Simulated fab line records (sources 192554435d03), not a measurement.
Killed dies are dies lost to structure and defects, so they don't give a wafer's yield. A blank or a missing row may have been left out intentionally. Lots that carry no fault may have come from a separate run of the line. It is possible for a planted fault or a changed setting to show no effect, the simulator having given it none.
Which tool was responsible? / flow n5 finfet / Sampling: 8 lots, 24 wafers, 6 of 1938 route steps

== WHAT THE GAUGES SHOWED, per wafer ==
N5_SDB_OVL_MEAS_12. Usual: SDB_OVL 0.1 nm, standard deviation 0.66.
lot=L674; measured=day 4 02:01; on=overlay-01; SDB_OVL (nm)=-1.0 -0.6 -1.1; flag=
lot=L684; measured=day 6 12:55; on=overlay-01; SDB_OVL (nm)=0.3 0.3 0.1; flag=
lot=L685; measured=day 6 20:37; on=overlay-01; SDB_OVL (nm)=0.5 0.0 0.3; flag=
lot=L687; measured=day 7 07:58; on=overlay-01; SDB_OVL (nm)=0.0 0.5 -0.7; flag=
lot=L691; measured=day 8 04:35; on=overlay-01; SDB_OVL (nm)=-0.2 -0.5 -1.1; flag=
lot=L692; measured=day 8 13:58; on=overlay-01; SDB_OVL (nm)=-0.4 -0.2 0.5; flag=
lot=L694; measured=day 8 22:02; on=overlay-02; SDB_OVL (nm)=0.6 0.1 0.0; flag=
lot=L696; measured=day 9 15:23; on=overlay-02; SDB_OVL (nm)=1.2 0.2 0.7; flag=

N5_BEOL_M4_RC_MEAS_101. Usual: DIBL_N 36.0 mV/V, standard deviation 1.6; DIBL_P 35.8 mV/V, standard deviation 2; IOFF_N 0.152 nA/um, standard deviation 0.03; IOFF_P 0.20 nA/um, standard deviation 0.031; ION_N 670 uA/um, standard deviation 12; ION_P 459 uA/um, standard deviation 7.4; SS_N 71.5 mV/dec, standard deviation 0.56; SS_P 73.2 mV/dec, standard deviation 0.64; VT_N 251 mV, standard deviation 3.5; VT_P -252 mV, standard deviation 3.3.
lot=L674; measured=day 9 11:49; on=prober-02; DIBL_N (mV/V)=36.7 36.7 33.5; DIBL_P (mV/V)=35.8 35.5 31.3; IOFF_N (nA/um)=0.154 0.141 0.101; IOFF_P (nA/um)=0.20 0.19 0.15; ION_N (uA/um)=674 657 650; ION_P (uA/um)=462 454 450; SS_N (mV/dec)=72.0 71.0 71.0; SS_P (mV/dec)=73.0 73.0 72.1; VT_N (mV)=251 254 255; VT_P (mV)=-253 -254 -256; flag=
lot=L687; measured=day 12 21:17; on=prober-01; DIBL_N (mV/V)=34.8 37.0 37.5; DIBL_P (mV/V)=36.5 39.1 39.4; IOFF_N (nA/um)=0.157 0.203 0.224; IOFF_P (nA/um)=0.21 0.26 0.26; ION_N (uA/um)=672 695 686; ION_P (uA/um)=461 470 466; SS_N (mV/dec)=71.3 71.8 72.0; SS_P (mV/dec)=72.7 73.6 73.6; VT_N (mV)=249 245 243; VT_P (mV)=-250 -246 -248; flag=
lot=L691; measured=day 13 06:11; on=prober-02; DIBL_N (mV/V)=35.6 35.3 36.1; DIBL_P (mV/V)=35.8 35.7 35.7; IOFF_N (nA/um)=0.151 0.146 0.150; IOFF_P (nA/um)=0.20 0.20 0.20; ION_N (uA/um)=687 674 673; ION_P (uA/um)=469 461 459; SS_N (mV/dec)=71.3 70.9 71.2; SS_P (mV/dec)=73.7 73.4 72.6; VT_N (mV)=250 248 249; VT_P (mV)=-250 -251 -249; flag=
lot=L692; measured=day 14 05:24; on=prober-02; DIBL_N (mV/V)=35.8 33.6 34.9; DIBL_P (mV/V)=34.9 31.3 33.4; IOFF_N (nA/um)=0.155 0.109 0.135; IOFF_P (nA/um)=0.19 0.14 0.17; ION_N (uA/um)=680 653 674; ION_P (uA/um)=462 449 463; SS_N (mV/dec)=71.8 71.5 71.9; SS_P (mV/dec)=72.8 73.0 72.8; VT_N (mV)=249 257 250; VT_P (mV)=-252 -256 -253; flag=
lot=L694; measured=day 14 03:56; on=prober-02; DIBL_N (mV/V)=35.4 35.7 38.8; DIBL_P (mV/V)=35.1 37.0 40.0; IOFF_N (nA/um)=0.126 0.139 0.190; IOFF_P (nA/um)=0.16 0.18 0.23; ION_N (uA/um)=651 671 671; ION_P (uA/um)=441 461 449; SS_N (mV/dec)=71.2 71.3 72.2; SS_P (mV/dec)=72.9 73.1 74.8; VT_N (mV)=253 253 247; VT_P (mV)=-254 -252 -251; flag=
lot=L696; measured=day 15 11:20; on=prober-02; DIBL_N (mV/V)=34.3 31.8 33.2; DIBL_P (mV/V)=34.4 30.1 32.1; IOFF_N (nA/um)=0.129 0.087 0.113; IOFF_P (nA/um)=0.17 0.11 0.14; ION_N (uA/um)=655 632 658; ION_P (uA/um)=454 435 449; SS_N (mV/dec)=70.4 71.7 71.2; SS_P (mV/dec)=72.7 71.6 72.2; VT_N (mV)=250 259 255; VT_P (mV)=-253 -261 -258; flag=

== EACH LOT AND THE TOOL THAT RAN IT (in order: tool; ch and the chambers of the sampled wafers; start) ==
lot=L674; N5_SDB_DESCUM_16=rie diel-02 ch 1,3, day 4 02:04; N5_SDB_ETCH_17=rie diel-02 ch 1,3, day 4 02:06; N5_SDB_ETCH_18=rie diel-02 ch 1,3, day 4 02:08; N5_SDB_ETCH_25=rie diel-06 ch 0,3, day 4 02:35
lot=L684; N5_SDB_DESCUM_16=rie diel-02 ch 2,3, day 6 12:58; N5_SDB_ETCH_17=rie diel-02 ch 2,3, day 6 13:01; N5_SDB_ETCH_18=rie diel-02 ch 2,3, day 6 13:02; N5_SDB_ETCH_25=rie diel-05 ch 1,2, day 6 13:30
lot=L685; N5_SDB_DESCUM_16=rie diel-06 ch 2,3, day 6 20:40; N5_SDB_ETCH_17=rie diel-06 ch 2,3, day 6 20:43; N5_SDB_ETCH_18=rie diel-06 ch 2,3, day 6 20:44; N5_SDB_ETCH_25=rie diel-06 ch 0,3, day 6 21:12
lot=L687; N5_SDB_DESCUM_16=rie diel-02 ch 1,2,3, day 7 08:02; N5_SDB_ETCH_17=rie diel-02 ch 1,2,3, day 7 08:04; N5_SDB_ETCH_18=rie diel-02 ch 1,2,3, day 7 08:06; N5_SDB_ETCH_25=rie diel-06 ch 0,1, day 7 08:34
lot=L691; N5_SDB_DESCUM_16=rie diel-06 ch 1,2, day 8 04:39; N5_SDB_ETCH_17=rie diel-06 ch 1,2, day 8 04:41; N5_SDB_ETCH_18=rie diel-06 ch 1,2, day 8 04:43; N5_SDB_ETCH_25=rie diel-05 ch 0,2, day 8 05:20
lot=L692; N5_SDB_DESCUM_16=rie diel-06 ch 1,2, day 8 14:01; N5_SDB_ETCH_17=rie diel-06 ch 1,2, day 8 14:03; N5_SDB_ETCH_18=rie diel-06 ch 1,2, day 8 14:05; N5_SDB_ETCH_25=rie diel-05 ch 2,3, day 8 14:33
lot=L694; N5_SDB_DESCUM_16=rie diel-02 ch 0,1,2, day 8 22:05; N5_SDB_ETCH_17=rie diel-02 ch 0,1,2, day 8 22:08; N5_SDB_ETCH_18=rie diel-02 ch 0,1,2, day 8 22:10; N5_SDB_ETCH_25=rie diel-06 ch 1,3, day 8 22:37
lot=L696; N5_SDB_DESCUM_16=rie diel-06 ch 2,3, day 9 15:27; N5_SDB_ETCH_17=rie diel-06 ch 2,3, day 9 15:29; N5_SDB_ETCH_18=rie diel-06 ch 2,3, day 9 15:31; N5_SDB_ETCH_25=rie diel-02 ch 0,1,2, day 9 16:01
- N5_SDB_DESCUM_16: chemistry O2, time 7.9 s.
- N5_SDB_ETCH_17: etches SiARC in CF4, target depth 23.4 nm, time 39 s.
- N5_SDB_ETCH_18: etches SOC in N2/H2, target depth 100 nm, overetch 20 nm, time 150 s.
- N5_SDB_ETCH_25: etches SiO2 in C4F6/O2, target depth 10 nm, time 3.3 s.

== WHAT THE TOOLS THEMSELVES READ (means of the sampled wafers that have a number; where no wafer has one, the mark that the record gives instead) ==
N5_SDB_DESCUM_16. Usual: drypump motor current A 5.7 A, standard deviation 0.42; oes product au 0.80 a.u., standard deviation 0.098; rf vpp V 243.4 V, standard deviation 1.1; showerhead plenum p Torr 2.11 Torr, standard deviation 0.045; throttle valve pct 20.44 %, standard deviation 0.24.
lot=L674; tool=rie diel-02; drypump motor current A (A)=5.9; oes product au (a.u.)=0.70; rf vpp V (V)=242.5; showerhead plenum p Torr (Torr)=2.01; throttle valve pct (%)=20.61; flag=
lot=L684; tool=rie diel-02; drypump motor current A (A)=6.1; oes product au (a.u.)=0.97; rf vpp V (V)=244.9; showerhead plenum p Torr (Torr)=2.20; throttle valve pct (%)=20.27; flag=
lot=L685; tool=rie diel-06; drypump motor current A (A)=6.0; oes product au (a.u.)=0.73; rf vpp V (V)=242.5; showerhead plenum p Torr (Torr)=2.09; throttle valve pct (%)=20.52; flag=
lot=L687; tool=rie diel-02; drypump motor current A (A)=5.7; oes product au (a.u.)=0.85; rf vpp V (V)=244.2; showerhead plenum p Torr (Torr)=2.14; throttle valve pct (%)=20.37; flag=
lot=L691; tool=rie diel-06; drypump motor current A (A)=5.9; oes product au (a.u.)=0.80; rf vpp V (V)=242.6; showerhead plenum p Torr (Torr)=2.09; throttle valve pct (%)=20.13; flag=
lot=L692; tool=rie diel-06; drypump motor current A (A)=6.1; oes product au (a.u.)=0.76; rf vpp V (V)=242.5; showerhead plenum p Torr (Torr)=2.08; throttle valve pct (%)=20.29; flag=
lot=L694; tool=rie diel-02; drypump motor current A (A)=5.3; oes product au (a.u.)=0.75; rf vpp V (V)=243.7; showerhead plenum p Torr (Torr)=2.12; throttle valve pct (%)=20.58; flag=
lot=L696; tool=rie diel-06; drypump motor current A (A)=6.0; oes product au (a.u.)=0.71; rf vpp V (V)=242.9; showerhead plenum p Torr (Torr)=2.08; throttle valve pct (%)=20.54; flag=

N5_SDB_ETCH_17. Usual: bias w 36.00 W, standard deviation 0.098; cf4 flow sccm 100.0 sccm, standard deviation 0.34; drypump motor current A 5.7 A, standard deviation 0.42; etch rf on time s 38.9 s, standard deviation 0.89; mfc ar sccm 100.03 sccm, standard deviation 0.29; oes product au 0.68 a.u., standard deviation 0.085; rf vpp V 184.3 V, standard deviation 0.92; showerhead plenum p Torr 2.16 Torr, standard deviation 0.046; throttle valve pct 15.62 %, standard deviation 0.2.
lot=L674; tool=rie diel-02; bias w (W)=35.99; cf4 flow sccm (sccm)=100.0; drypump motor current A (A)=5.9; etch rf on time s (s)=40.2; mfc ar sccm (sccm)=99.96; oes product au (a.u.)=0.59; rf vpp V (V)=183.7; showerhead plenum p Torr (Torr)=2.05; throttle valve pct (%)=15.82; flag=
lot=L684; tool=rie diel-02; bias w (W)=-; cf4 flow sccm (sccm)=-; drypump motor current A (A)=-; etch rf on time s (s)=-; mfc ar sccm (sccm)=-; oes product au (a.u.)=-; rf vpp V (V)=-; showerhead plenum p Torr (Torr)=-; throttle valve pct (%)=-; flag=OFF
lot=L685; tool=rie diel-06; bias w (W)=-; cf4 flow sccm (sccm)=-; drypump motor current A (A)=-; etch rf on time s (s)=-; mfc ar sccm (sccm)=-; oes product au (a.u.)=-; rf vpp V (V)=-; showerhead plenum p Torr (Torr)=-; throttle valve pct (%)=-; flag=OFF
lot=L687; tool=rie diel-02; bias w (W)=36.11; cf4 flow sccm (sccm)=100.1; drypump motor current A (A)=5.7; etch rf on time s (s)=39.1; mfc ar sccm (sccm)=99.73; oes product au (a.u.)=0.72; rf vpp V (V)=184.1; showerhead plenum p Torr (Torr)=2.19; throttle valve pct (%)=15.53; flag=
lot=L691; tool=rie diel-06; bias w (W)=36.13; cf4 flow sccm (sccm)=99.9; drypump motor current A (A)=5.9; etch rf on time s (s)=38.9; mfc ar sccm (sccm)=100.20; oes product au (a.u.)=0.69; rf vpp V (V)=184.2; showerhead plenum p Torr (Torr)=2.17; throttle valve pct (%)=15.52; flag=
lot=L692; tool=rie diel-06; bias w (W)=36.09; cf4 flow sccm (sccm)=100.1; drypump motor current A (A)=6.1; etch rf on time s (s)=38.9; mfc ar sccm (sccm)=100.22; oes product au (a.u.)=0.64; rf vpp V (V)=183.6; showerhead plenum p Torr (Torr)=2.15; throttle valve pct (%)=15.66; flag=
lot=L694; tool=rie diel-02; bias w (W)=36.05; cf4 flow sccm (sccm)=100.2; drypump motor current A (A)=5.3; etch rf on time s (s)=39.5; mfc ar sccm (sccm)=100.20; oes product au (a.u.)=0.63; rf vpp V (V)=183.9; showerhead plenum p Torr (Torr)=2.16; throttle valve pct (%)=15.73; flag=
lot=L696; tool=rie diel-06; bias w (W)=36.07; cf4 flow sccm (sccm)=99.8; drypump motor current A (A)=6.0; etch rf on time s (s)=39.2; mfc ar sccm (sccm)=100.01; oes product au (a.u.)=0.61; rf vpp V (V)=183.5; showerhead plenum p Torr (Torr)=2.12; throttle valve pct (%)=15.73; flag=

N5_SDB_ETCH_18. Usual: bias w 150.0 W, standard deviation 0.41; chamber pressure mTorr 30.000 mTorr, standard deviation 0.028; drypump motor current A 5.7 A, standard deviation 0.42; h2 flow sccm 199.9 sccm, standard deviation 0.61; oes product au 0.71 a.u., standard deviation 0.081; rf vpp V 524.6 V, standard deviation 1.7; showerhead plenum p Torr 2.56 Torr, standard deviation 0.06; throttle valve pct 17.82 %, standard deviation 0.14.
lot=L674; tool=rie diel-02; bias w (W)=149.9; chamber pressure mTorr (mTorr)=30.014; drypump motor current A (A)=5.9; h2 flow sccm (sccm)=200.5; oes product au (a.u.)=0.63; rf vpp V (V)=521.8; showerhead plenum p Torr (Torr)=2.43; throttle valve pct (%)=17.85; flag=
lot=L684; tool=rie diel-02; bias w (W)=149.7; chamber pressure mTorr (mTorr)=30.017; drypump motor current A (A)=6.1; h2 flow sccm (sccm)=200.5; oes product au (a.u.)=0.36; rf vpp V (V)=527.9; showerhead plenum p Torr (Torr)=2.65; throttle valve pct (%)=17.45; flag=OFF
lot=L685; tool=rie diel-06; bias w (W)=150.3; chamber pressure mTorr (mTorr)=29.985; drypump motor current A (A)=6.0; h2 flow sccm (sccm)=199.3; oes product au (a.u.)=0.27; rf vpp V (V)=524.0; showerhead plenum p Torr (Torr)=2.52; throttle valve pct (%)=17.72; flag=OFF
lot=L687; tool=rie diel-02; bias w (W)=149.8; chamber pressure mTorr (mTorr)=30.002; drypump motor current A (A)=5.7; h2 flow sccm (sccm)=200.0; oes product au (a.u.)=0.76; rf vpp V (V)=525.9; showerhead plenum p Torr (Torr)=2.59; throttle valve pct (%)=17.68; flag=
lot=L691; tool=rie diel-06; bias w (W)=150.2; chamber pressure mTorr (mTorr)=29.983; drypump motor current A (A)=5.9; h2 flow sccm (sccm)=199.6; oes product au (a.u.)=0.73; rf vpp V (V)=524.2; showerhead plenum p Torr (Torr)=2.58; throttle valve pct (%)=17.75; flag=
lot=L692; tool=rie diel-06; bias w (W)=150.2; chamber pressure mTorr (mTorr)=29.997; drypump motor current A (A)=6.1; h2 flow sccm (sccm)=200.4; oes product au (a.u.)=0.68; rf vpp V (V)=524.1; showerhead plenum p Torr (Torr)=2.55; throttle valve pct (%)=17.81; flag=
lot=L694; tool=rie diel-02; bias w (W)=149.5; chamber pressure mTorr (mTorr)=29.983; drypump motor current A (A)=5.3; h2 flow sccm (sccm)=200.1; oes product au (a.u.)=0.68; rf vpp V (V)=524.6; showerhead plenum p Torr (Torr)=2.56; throttle valve pct (%)=17.93; flag=
lot=L696; tool=rie diel-06; bias w (W)=149.8; chamber pressure mTorr (mTorr)=30.047; drypump motor current A (A)=6.0; h2 flow sccm (sccm)=200.2; oes product au (a.u.)=0.64; rf vpp V (V)=523.2; showerhead plenum p Torr (Torr)=2.51; throttle valve pct (%)=17.81; flag=

N5_SDB_ETCH_25. Usual: C4F6_flow_sccm 10.002 sccm, standard deviation 0.03; O2_flow_sccm 10.00 sccm, standard deviation 0.031; drypump motor current A 5.7 A, standard deviation 0.42; mfc ar sccm 300.1 sccm, standard deviation 0.88; oes product au 0.78 a.u., standard deviation 0.094; rf vpp V 662 V, standard deviation 11; showerhead plenum p Torr 2.85 Torr, standard deviation 0.055; throttle valve pct 21.16 %, standard deviation 0.15.
lot=L674; tool=rie diel-06; C4F6_flow_sccm (sccm)=10.019; O2_flow_sccm (sccm)=10.00; drypump motor current A (A)=5.8; mfc ar sccm (sccm)=301.3; oes product au (a.u.)=0.83; rf vpp V (V)=657; showerhead plenum p Torr (Torr)=2.86; throttle valve pct (%)=21.10; flag=
lot=L684; tool=rie diel-05; C4F6_flow_sccm (sccm)=10.018; O2_flow_sccm (sccm)=9.97; drypump motor current A (A)=5.5; mfc ar sccm (sccm)=299.8; oes product au (a.u.)=0.71; rf vpp V (V)=665; showerhead plenum p Torr (Torr)=2.83; throttle valve pct (%)=21.22; flag=
lot=L685; tool=rie diel-06; C4F6_flow_sccm (sccm)=9.969; O2_flow_sccm (sccm)=10.01; drypump motor current A (A)=5.8; mfc ar sccm (sccm)=300.6; oes product au (a.u.)=0.80; rf vpp V (V)=656; showerhead plenum p Torr (Torr)=2.85; throttle valve pct (%)=21.12; flag=
lot=L687; tool=rie diel-06; C4F6_flow_sccm (sccm)=9.977; O2_flow_sccm (sccm)=10.01; drypump motor current A (A)=5.8; mfc ar sccm (sccm)=299.6; oes product au (a.u.)=0.90; rf vpp V (V)=668; showerhead plenum p Torr (Torr)=2.89; throttle valve pct (%)=21.01; flag=
lot=L691; tool=rie diel-05; C4F6_flow_sccm (sccm)=9.960; O2_flow_sccm (sccm)=9.99; drypump motor current A (A)=5.7; mfc ar sccm (sccm)=300.3; oes product au (a.u.)=0.70; rf vpp V (V)=667; showerhead plenum p Torr (Torr)=2.83; throttle valve pct (%)=21.26; flag=
lot=L692; tool=rie diel-05; C4F6_flow_sccm (sccm)=9.996; O2_flow_sccm (sccm)=10.01; drypump motor current A (A)=5.4; mfc ar sccm (sccm)=300.5; oes product au (a.u.)=0.75; rf vpp V (V)=663; showerhead plenum p Torr (Torr)=2.85; throttle valve pct (%)=21.13; flag=
lot=L694; tool=rie diel-06; C4F6_flow_sccm (sccm)=9.998; O2_flow_sccm (sccm)=10.03; drypump motor current A (A)=5.8; mfc ar sccm (sccm)=300.3; oes product au (a.u.)=0.78; rf vpp V (V)=651; showerhead plenum p Torr (Torr)=2.85; throttle valve pct (%)=21.12; flag=
lot=L696; tool=rie diel-02; C4F6_flow_sccm (sccm)=10.008; O2_flow_sccm (sccm)=9.99; drypump motor current A (A)=5.3; mfc ar sccm (sccm)=300.5; oes product au (a.u.)=0.74; rf vpp V (V)=654; showerhead plenum p Torr (Torr)=2.87; throttle valve pct (%)=21.28; flag=

== THE ANSWER, worked out from the rows above alone ==
Rule: lot off if the mean of its wafers having a number is beyond 3 standard deviations from the usual mean. Also off: a lot with no number at a reading for which 4 or more lots have one. All remaining lots with rows at the step are treated as sound. Order of review: gauges by route order, followed by the tools' own readings, for which a lot's mean as printed above is used. The first step at which some lot is off is used, and at that step the reading that is off furthest; a lot without a number counts as furthest.
Off: L684, L685, at N5_SDB_ETCH_17 (bias w). Without a number there: L684, L685.
If a tool, at that step or one of the process steps before it, ran each lot that is off and ran no sound lot following the first of them, it fits. No candidate that was tried fits.

== WHAT WAS PUT IN BY THE SIMULATOR ==
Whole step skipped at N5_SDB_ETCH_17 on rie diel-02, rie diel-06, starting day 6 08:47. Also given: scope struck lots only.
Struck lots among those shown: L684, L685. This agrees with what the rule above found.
